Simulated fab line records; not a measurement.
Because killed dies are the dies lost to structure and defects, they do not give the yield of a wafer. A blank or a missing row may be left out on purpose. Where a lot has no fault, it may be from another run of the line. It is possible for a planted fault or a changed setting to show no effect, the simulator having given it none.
Which tool was responsible? -- flow nand_harc -- 33 wafers from 11 lots sampled at 5 of the route's 1159 steps

== WHAT THE GAUGES SHOWED, per wafer ==
NHARC_P_M1_THK_MEAS_24: measures by xrf.
lot,measured,on,thk_nm (nm)
L299,day 7 05:06,film_metro-01,158.1 158.0 157.4
L300,day 7 10:55,film_metro-02,157.7 158.1 159.9
L301,day 7 18:27,film_metro-02,159.5 156.9 158.5
L303,day 7 23:22,film_metro-01,161.7 157.6 156.6
L304,day 8 12:32,film_metro-01,29.0 31.0 29.8 29.1 30.6 30.3
L305,day 8 18:02,film_metro-01,30.4 28.3 30.2 27.9 30.7 30.5
L310,day 9 22:20,film_metro-01,158.8 158.4 157.3
L315,day 10 20:37,film_metro-02,156.4 157.5 160.8
L316,day 11 08:20,film_metro-01,158.1 158.4 158.5
L317,day 11 14:13,film_metro-01,161.0 157.8 162.5
L318,day 11 22:05,film_metro-02,157.7 157.7 157.8

== WHAT TOOL EACH LOT RAN ON (gives the tool, then ch and the chambers of the sampled wafers, and finally the start) ==
lot,NHARC_P_M0_CMP_23,NHARC_P_M1_ETCH_28,NHARC_P_M1_ECD_22,NHARC_P_M1_CMP_23
L299,"cmp-04 ch 0,2,3, day 7 00:47","rie_diel-05 ch 1,2,3, day 7 04:04 or earlier","ecd_cu-01 ch 0,1, day 7 04:04","cmp-03 ch 1,2, day 7 04:49"
L300,"cmp-01 ch 1,2,3, day 7 06:23","rie_diel-05 ch 0,1,3, day 7 09:51 or earlier","ecd_cu-01 ch 0,1, day 7 09:51","cmp-02 ch 0,2,3, day 7 10:37"
L301,"cmp-02 ch 0,2,3, day 7 14:04","rie_diel-09 ch 1,2, day 7 17:25 or earlier","ecd_cu-02 ch 1, day 7 17:25","cmp-02 ch 0,2,3, day 7 18:08"
L303,"cmp-01 ch 0,2,3, day 7 19:05","rie_diel-09 ch 0,2,3, day 7 22:26 or earlier","ecd_cu-01 ch 0,1, day 7 22:26","cmp-02 ch 0,1,3, day 7 23:06"
L304,"cmp-02 ch 2,3, day 8 08:11","rie_diel-09 ch 0,1,3, day 8 11:33 or earlier","ecd_cu-01 ch 0,1, day 8 11:33","cmp-03 ch 0,1, day 8 12:13"
L305,"cmp-04 ch 0,3, day 8 12:58","rie_diel-02 ch 0,2,3, day 8 17:02 or earlier","ecd_cu-01 ch 1, day 8 17:02","cmp-02 ch 0,3, day 8 17:44"
L310,"cmp-01 ch 0,1, day 9 17:46","rie_diel-02 ch 0,1, day 9 21:12 or earlier","ecd_cu-01 ch 0,1, day 9 21:12","cmp-02 ch 0,3, day 9 22:01"
L315,"cmp-01 ch 0,1,3, day 10 16:14","rie_diel-09 ch 0,3, day 10 19:33 or earlier","ecd_cu-01 ch 0,1, day 10 19:33","cmp-04 ch 0,2,3, day 10 20:19"
L316,"cmp-01 ch 0,1,3, day 11 03:44","rie_diel-05 ch 1,2,3, day 11 07:17 or earlier","ecd_cu-01 ch 0,1, day 11 07:17","cmp-02 ch 0,2,3, day 11 08:01"
L317,"cmp-01 ch 0,1,2, day 11 09:38","rie_diel-09 ch 0,1,3, day 11 13:10 or earlier","ecd_cu-02 ch 0,1, day 11 13:10","cmp-04 ch 0,1, day 11 13:55"
L318,"cmp-02 ch 0,3, day 11 17:37","rie_diel-05 ch 0,1,3, day 11 21:03 or earlier","ecd_cu-01 ch 0,1, day 11 21:03","cmp-03 ch 0,3, day 11 21:47"
- NHARC_P_M0_CMP_23: polishes, t overpolish 20 s, target thk 117.53 nm.
- NHARC_P_M1_ETCH_28: etches the open film in CF4/N2, target depth 30 nm, time 72.99 s.
- NHARC_P_M1_ECD_22: material Cu, target thk 400 nm.
- NHARC_P_M1_CMP_23: polishes, t overpolish 20 s, target thk 157.82 nm.

== THE ANSWER, worked out from the rows above alone ==
Rule: usual is defined by the lots themselves. Put in order of their means at a reading, lots are off if they are a third of the lots or fewer, leave a main group of 4 or more, and stand apart from it by a gap of 3 or more times the standard deviation of the main group's means; of several such gaps the widest counts. If all means in a main group match to the digits the tables above print for the reading, that group is not used. Also off: a lot with no number at a reading for which 4 or more lots have one. All remaining lots with rows at the step are treated as sound.
Off: L304, L305 (NHARC_P_M1_THK_MEAS_24, thk_nm). The main group has a mean of 158.5 nm with a standard deviation of 0.75.
A tool fits if, at a process step before that reading, it ran every lot that is off, and no sound lot after the first of them. The gauges at NHARC_P_M1_THK_MEAS_24 are tried like those tools. With no start given for some of its lots, NHARC_P_M1_ETCH_28 uses the hours and lot order of NHARC_P_M1_ECD_22. None of those tried fits.

== WHAT THE SIMULATOR HAD PUT IN ==
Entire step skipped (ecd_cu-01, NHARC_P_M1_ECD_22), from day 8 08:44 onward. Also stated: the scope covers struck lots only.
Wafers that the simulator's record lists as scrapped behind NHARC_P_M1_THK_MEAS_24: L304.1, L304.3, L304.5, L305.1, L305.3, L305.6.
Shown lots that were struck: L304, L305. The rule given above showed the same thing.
